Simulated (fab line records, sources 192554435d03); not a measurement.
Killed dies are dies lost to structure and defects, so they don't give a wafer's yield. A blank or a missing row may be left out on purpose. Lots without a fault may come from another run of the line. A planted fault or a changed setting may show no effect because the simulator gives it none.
Which tool did it? | flow n5_finfet | 24 lots, 72 wafers sampled, at 5 steps of a route of 1938

WHAT THE GAUGES READ, wafer by wafer
N5_BEOL_M6_CD_MEAS_35: target cd 40 nm, target cd y 28 nm. Usual: cd_nm 39.9 nm, standard deviation 0.82.
lot  | measured     | on        | cd_nm (nm)     | flag
L074 | day 8 14:08  | cd_sem-01 | 39.5 39.0 38.9 |
L075 | day 8 17:35  | cd_sem-03 | 38.6 40.9 39.8 |
L076 | day 8 17:59  | cd_sem-01 | 40.0 41.7 40.2 |
L077 | day 9 04:46  | cd_sem-02 | 39.7 40.5 39.0 |
L079 | day 9 16:24  | cd_sem-03 | 40.9 41.0 40.9 |
L078 | day 9 17:55  | cd_sem-02 | 40.4 39.1 39.1 |
L080 | day 10 04:53 | cd_sem-02 | 41.0 39.8 40.0 |
L081 | day 10 13:53 | cd_sem-01 | 40.6 39.4 39.7 |
L082 | day 11 02:33 | cd_sem-03 | 39.4 40.6 42.1 |
L083 | day 11 03:36 | cd_sem-01 | 39.9 40.5 40.8 |
L084 | day 11 08:19 | cd_sem-03 | 38.8 40.5 41.0 |
L085 | day 11 10:18 | cd_sem-01 | 39.4 41.4 39.1 |
L086 | day 12 05:05 | cd_sem-01 | 39.7 40.8 40.0 |
L087 | day 12 10:38 | cd_sem-03 | 39.0 40.0 39.8 |
L088 | day 12 11:02 | cd_sem-03 | 39.6 41.2 39.5 |
L090 | day 12 22:53 | cd_sem-03 | 39.2 39.2 39.1 |
L089 | day 13 05:29 | cd_sem-02 | 38.5 39.7 40.1 |
L091 | day 13 15:21 | cd_sem-02 | 39.5 39.7 39.9 |
L092 | day 13 14:57 | cd_sem-03 | 39.8 41.1 39.5 |
L094 | day 13 17:38 | cd_sem-03 | 40.7 40.4 39.3 |
L095 | day 13 18:01 | cd_sem-01 | 39.1 39.9 39.8 |
L093 | day 13 23:59 | cd_sem-02 | 40.9 39.8 40.0 |
L096 | day 14 22:44 | cd_sem-03 | 39.0 40.2 38.4 |
L097 | day 15 10:09 | cd_sem-02 | 40.4 39.4 40.5 |

WHICH TOOL RAN EACH LOT (tool, then ch and the chambers of the sampled wafers, then the start)
lot  | N5_BEOL_M5_PRE_CLEAN_45      | N5_BEOL_M5_SPUTTER_81        | N5_BEOL_M5_CO_CAP_78             | N5_BEOL_M6_STRIP_80
L074 | pvd_sputter-01, day 8 01:04  | pvd_sputter-02, day 8 02:41  | cvd_co-02 ch 1,2, day 8 06:50    | rie_diel-04 ch 2,3, day 8 14:08 or earlier
L075 | pvd_sputter-01, day 8 04:30  | pvd_sputter-03, day 8 07:27  | cvd_co-02 ch 0,2, day 8 12:15    | rie_diel-02 ch 1,3, day 8 17:35 or earlier
L076 | pvd_sputter-01, day 8 06:56  | pvd_sputter-01, day 8 09:00  | cvd_co-02 ch 0,1,2, day 8 13:08  | rie_diel-02 ch 0,2,3, day 8 17:59 or earlier
L077 | pvd_sputter-02, day 8 14:43  | pvd_sputter-03, day 8 16:56  | cvd_co-01 ch 0,2, day 8 21:05    | rie_diel-04 ch 0,1,2, day 9 04:46 or earlier
L079 | pvd_sputter-03, day 9 03:53  | pvd_sputter-02, day 9 05:39  | cvd_co-02 ch 0,1,2, day 9 09:47  | rie_diel-01 ch 0,1,2, day 9 16:24 or earlier
L078 | pvd_sputter-03, day 9 07:13  | pvd_sputter-02, day 9 10:05  | cvd_co-02 ch 0,1,2, day 9 14:13  | rie_diel-04 ch 1,2,3, day 9 17:55 or earlier
L080 | pvd_sputter-02, day 9 16:42  | pvd_sputter-01, day 9 18:32  | cvd_co-02 ch 0,1,2, day 9 22:52  | rie_diel-02 ch 1,3, day 10 04:53 or earlier
L081 | pvd_sputter-01, day 10 03:59 | pvd_sputter-01, day 10 05:59 | cvd_co-02 ch 0,2, day 10 10:07   | rie_diel-01 ch 0,1,3, day 10 13:53 or earlier
L082 | pvd_sputter-01, day 10 10:38 | pvd_sputter-01, day 10 14:17 | cvd_co-02 ch 0,1,2, day 10 18:25 | rie_diel-02 ch 0,1,3, day 11 02:33 or earlier
L083 | pvd_sputter-02, day 10 15:25 | pvd_sputter-02, day 10 17:21 | cvd_co-01 ch 0, day 10 21:31     | rie_diel-04 ch 0,2,3, day 11 03:36 or earlier
L084 | pvd_sputter-02, day 10 20:53 | pvd_sputter-01, day 10 23:15 | cvd_co-01 ch 0,2, day 11 03:29   | rie_diel-02 ch 2,3, day 11 08:19 or earlier
L085 | pvd_sputter-03, day 11 00:16 | pvd_sputter-03, day 11 01:58 | cvd_co-01 ch 0,2, day 11 06:19   | rie_diel-01 ch 1,2,3, day 11 10:18 or earlier
L086 | pvd_sputter-01, day 11 15:35 | pvd_sputter-01, day 11 17:11 | cvd_co-01 ch 0,1, day 11 21:35   | rie_diel-02 ch 0,2,3, day 12 05:05 or earlier
L087 | pvd_sputter-03, day 11 22:48 | pvd_sputter-03, day 12 00:27 | cvd_co-01 ch 0,1, day 12 04:35   | rie_diel-02 ch 0,2,3, day 12 10:38 or earlier
L088 | pvd_sputter-03, day 11 22:53 | pvd_sputter-01, day 12 00:39 | cvd_co-02 ch 0,1,2, day 12 04:47 | rie_diel-01 ch 0,1, day 12 11:02 or earlier
L090 | pvd_sputter-03, day 12 12:47 | pvd_sputter-01, day 12 14:40 | cvd_co-02 ch 0,1,2, day 12 18:50 | rie_diel-04 ch 0,1,2, day 12 22:53 or earlier
L089 | pvd_sputter-03, day 12 15:26 | pvd_sputter-03, day 12 17:36 | cvd_co-01 ch 1,2, day 12 22:11   | rie_diel-01 ch 0,1,3, day 13 05:29 or earlier
L091 | pvd_sputter-03, day 13 00:02 | pvd_sputter-02, day 13 01:42 | cvd_co-01 ch 0,1, day 13 05:50   | rie_diel-01 ch 0,2,3, day 13 15:21 or earlier
L092 | pvd_sputter-03, day 13 05:22 | pvd_sputter-03, day 13 07:09 | cvd_co-01 ch 0,2, day 13 11:17   | rie_diel-04 ch 0,1, day 13 14:57 or earlier
L094 | pvd_sputter-01, day 13 06:31 | pvd_sputter-02, day 13 08:37 | cvd_co-02 ch 0,2, day 13 12:50   | rie_diel-01 ch 0,1,2, day 13 17:38 or earlier
L095 | pvd_sputter-01, day 13 06:35 | pvd_sputter-01, day 13 08:37 | cvd_co-01 ch 0,1,2, day 13 13:03 | rie_diel-02 ch 0,3, day 13 18:01 or earlier
L093 | pvd_sputter-02, day 13 11:59 | pvd_sputter-01, day 13 13:56 | cvd_co-02 ch 0,1, day 13 20:17   | rie_diel-01 ch 0,1, day 13 23:59 or earlier
L096 | pvd_sputter-01, day 14 11:37 | pvd_sputter-03, day 14 13:36 | cvd_co-01 ch 0,1, day 14 17:50   | rie_diel-04 ch 0,1, day 14 22:44 or earlier
L097 | pvd_sputter-01, day 14 17:38 | pvd_sputter-02, day 14 19:14 | cvd_co-02 ch 2, day 14 23:23     | rie_diel-02 ch 0,1, day 15 10:09 or earlier
- N5_BEOL_M5_PRE_CLEAN_45: time 30 s.
- N5_BEOL_M5_SPUTTER_81: material Cu, target thk 15 nm, time 27.62 s.
- N5_BEOL_M5_CO_CAP_78: material Co, precursor CCTBA/H2, target thk 2 nm, time 102.1 s.
- N5_BEOL_M6_STRIP_80: strips in N2/H2, time 10 s.

WHAT THE TOOLS THEMSELVES READ (means of the sampled wafers that have a number; where no wafer has one, the mark that the record gives instead)
N5_BEOL_M5_PRE_CLEAN_45. Usual: heater_power_w 331 W, standard deviation 42; susceptor_temp_C 250.00 C, standard deviation 0.18.
lot  | tool           | heater_power_w (W) | susceptor_temp_C (C) | flag
L074 | pvd_sputter-01 | 312                | 249.99               |
L075 | pvd_sputter-01 | 355                | 249.96               |
L076 | pvd_sputter-01 | 334                | 250.19               |
L077 | pvd_sputter-02 | 334                | 249.89               |
L079 | pvd_sputter-03 | 329                | 249.85               |
L078 | pvd_sputter-03 | 327                | 249.88               |
L080 | pvd_sputter-02 | 335                | 249.96               |
L081 | pvd_sputter-01 | 329                | 249.99               |
L082 | pvd_sputter-01 | 307                | 250.20               |
L083 | pvd_sputter-02 | 332                | 250.11               |
L084 | pvd_sputter-02 | 342                | 250.05               |
L085 | pvd_sputter-03 | 385                | 250.17               |
L086 | pvd_sputter-01 | 355                | 250.08               |
L087 | pvd_sputter-03 | 355                | 249.71               |
L088 | pvd_sputter-03 | 301                | 249.98               |
L090 | pvd_sputter-03 | 330                | 249.98               |
L089 | pvd_sputter-03 | 298                | 249.99               |
L091 | pvd_sputter-03 | 358                | 250.07               |
L092 | pvd_sputter-03 | 355                | 250.11               |
L094 | pvd_sputter-01 | 308                | 250.15               |
L095 | pvd_sputter-01 | 312                | 249.98               |
L093 | pvd_sputter-02 | 340                | 250.17               |
L096 | pvd_sputter-01 | 336                | 250.01               |
L097 | pvd_sputter-01 | 343                | 250.09               |

N5_BEOL_M5_SPUTTER_81. Usual: susceptor_temp_C -20.01 C, standard deviation 0.11; throttle_valve_pct 29.4 %, standard deviation 0.91.
lot  | tool           | susceptor_temp_C (C) | throttle_valve_pct (%) | flag
L074 | pvd_sputter-02 | -20.02               | 30.3                   |
L075 | pvd_sputter-03 | -20.04               | 29.1                   |
L076 | pvd_sputter-01 | -20.07               | 29.3                   |
L077 | pvd_sputter-03 | -19.95               | 29.2                   |
L079 | pvd_sputter-02 | -20.07               | 30.4                   |
L078 | pvd_sputter-02 | -20.09               | 29.6                   |
L080 | pvd_sputter-01 | -19.94               | 29.3                   |
L081 | pvd_sputter-01 | -20.02               | 29.2                   |
L082 | pvd_sputter-01 | -20.04               | 29.2                   |
L083 | pvd_sputter-02 | -20.02               | 30.8                   |
L084 | pvd_sputter-01 | -19.99               | 29.0                   |
L085 | pvd_sputter-03 | -20.03               | 28.9                   |
L086 | pvd_sputter-01 | -20.10               | 28.7                   |
L087 | pvd_sputter-03 | -19.95               | 28.9                   |
L088 | pvd_sputter-01 | -20.09               | 29.4                   |
L090 | pvd_sputter-01 | -20.08               | 29.0                   |
L089 | pvd_sputter-03 | -20.00               | 28.9                   |
L091 | pvd_sputter-02 | -20.02               | 31.2                   |
L092 | pvd_sputter-03 | -20.10               | 29.1                   |
L094 | pvd_sputter-02 | -20.01               | 30.4                   |
L095 | pvd_sputter-01 | -19.98               | 28.9                   |
L093 | pvd_sputter-01 | -20.00               | 28.9                   |
L096 | pvd_sputter-03 | -19.92               | 28.9                   |
L097 | pvd_sputter-02 | -19.96               | 30.6                   |

N5_BEOL_M5_CO_CAP_78. Usual: heater_power_w 249 W, standard deviation 33; susceptor_temp_C 200.00 C, standard deviation 0.17.
lot  | tool      | heater_power_w (W) | susceptor_temp_C (C) | flag
L074 | cvd_co-02 | 227                | 200.08               |
L075 | cvd_co-02 | 252                | 200.06               |
L076 | cvd_co-02 | 241                | 199.98               |
L077 | cvd_co-01 | 287                | 200.03               |
L079 | cvd_co-02 | 236                | 199.96               |
L078 | cvd_co-02 | 241                | 200.11               |
L080 | cvd_co-02 | 240                | 200.09               |
L081 | cvd_co-02 | 251                | 200.10               |
L082 | cvd_co-02 | 236                | 200.01               |
L083 | cvd_co-01 | 243                | 199.81               |
L084 | cvd_co-01 | 264                | 199.97               |
L085 | cvd_co-01 | 293                | 200.02               |
L086 | cvd_co-01 | 220                | 200.14               |
L087 | cvd_co-01 | 218                | 199.97               |
L088 | cvd_co-02 | 240                | 200.01               |
L090 | cvd_co-02 | 243                | 200.04               |
L089 | cvd_co-01 | 278                | 199.79               |
L091 | cvd_co-01 | 232                | 199.87               |
L092 | cvd_co-01 | 268                | 200.26               |
L094 | cvd_co-02 | 254                | 199.94               |
L095 | cvd_co-01 | 259                | 199.86               |
L093 | cvd_co-02 | 257                | 200.02               |
L096 | cvd_co-01 | 222                | 200.01               |
L097 | cvd_co-02 | 220                | 200.07               |

N5_BEOL_M6_STRIP_80. Usual: drypump_motor_current_A 5.6 A, standard deviation 0.46; oes_product_au 0.81 a.u., standard deviation 0.074; rf_vpp_V 59.3 V, standard deviation 0.9; showerhead_plenum_p_Torr 2.54 Torr, standard deviation 0.077; throttle_valve_pct 23.48 %, standard deviation 0.19.
lot  | tool        | drypump_motor_current_A (A) | oes_product_au (a.u.) | rf_vpp_V (V) | showerhead_plenum_p_Torr (Torr) | throttle_valve_pct (%) | flag
L074 | rie_diel-04 | 5.4                         | 0.73                  | 61.2         | 2.60                            | 23.81                  |
L075 | rie_diel-02 | 5.9                         | 0.75                  | 59.0         | 2.48                            | 23.46                  |
L076 | rie_diel-02 | 6.2                         | 0.84                  | 58.8         | 2.48                            | 23.43                  |
L077 | rie_diel-04 | 5.4                         | 0.89                  | 59.5         | 2.60                            | 23.55                  |
L079 | rie_diel-01 | 5.6                         | 0.84                  | 59.1         | 2.60                            | 23.30                  |
L078 | rie_diel-04 | 5.2                         | 0.89                  | 58.7         | 2.64                            | 23.60                  |
L080 | rie_diel-02 | 5.6                         | 0.76                  | 58.6         | 2.47                            | 23.42                  |
L081 | rie_diel-01 | 5.3                         | 0.78                  | 58.8         | 2.59                            | 23.31                  |
L082 | rie_diel-02 | 5.9                         | 0.79                  | 58.9         | 2.46                            | 23.50                  |
L083 | rie_diel-04 | 5.5                         | 0.89                  | 58.2         | 2.55                            | 23.61                  |
L084 | rie_diel-02 | 6.2                         | 0.79                  | 59.6         | 2.48                            | 23.34                  |
L085 | rie_diel-01 | 5.3                         | 0.83                  | 59.0         | 2.56                            | 23.43                  |
L086 | rie_diel-02 | 6.2                         | 0.80                  | 59.0         | 2.47                            | 23.47                  |
L087 | rie_diel-02 | 6.2                         | 0.79                  | 58.5         | 2.47                            | 23.47                  |
L088 | rie_diel-01 | 5.6                         | 0.75                  | 60.0         | 2.60                            | 23.25                  |
L090 | rie_diel-04 | 5.3                         | 0.84                  | 59.9         | 2.59                            | 23.60                  |
L089 | rie_diel-01 | 5.4                         | 0.75                  | 59.2         | 2.58                            | 23.34                  |
L091 | rie_diel-01 | 5.4                         | 0.75                  | 59.2         | 2.58                            | 23.49                  |
L092 | rie_diel-04 | 5.7                         | 0.85                  | 58.8         | 2.54                            | 23.45                  |
L094 | rie_diel-01 | 5.6                         | 0.79                  | 59.7         | 2.59                            | 23.37                  |
L095 | rie_diel-02 | 6.1                         | 0.73                  | 58.7         | 2.46                            | 23.60                  |
L093 | rie_diel-01 | 5.6                         | 0.78                  | 59.6         | 2.58                            | 23.23                  |
L096 | rie_diel-04 | 5.4                         | 0.83                  | 59.7         | 2.62                            | 23.48                  |
L097 | rie_diel-02 | 5.7                         | 0.77                  | 59.0         | 2.44                            | 23.50                  |

THE ANSWER, worked out from the rows above alone
Rule: a lot is off if the mean of its wafers that have a number lies more than 3 standard deviations from the usual mean. A lot without any number at a reading at which 4 lots or more have one is off too. The other lots that the step has rows for count as sound. The gauges are gone through in route order, then the tools' own readings, and for those a lot's mean is taken as printed above. The first step at which some lot is off is used, and at that step the reading that is off furthest; a lot without a number counts as furthest.
No lot is off at any reading shown: from this, nothing can be told.

WHAT THE SIMULATOR HAD PUT IN
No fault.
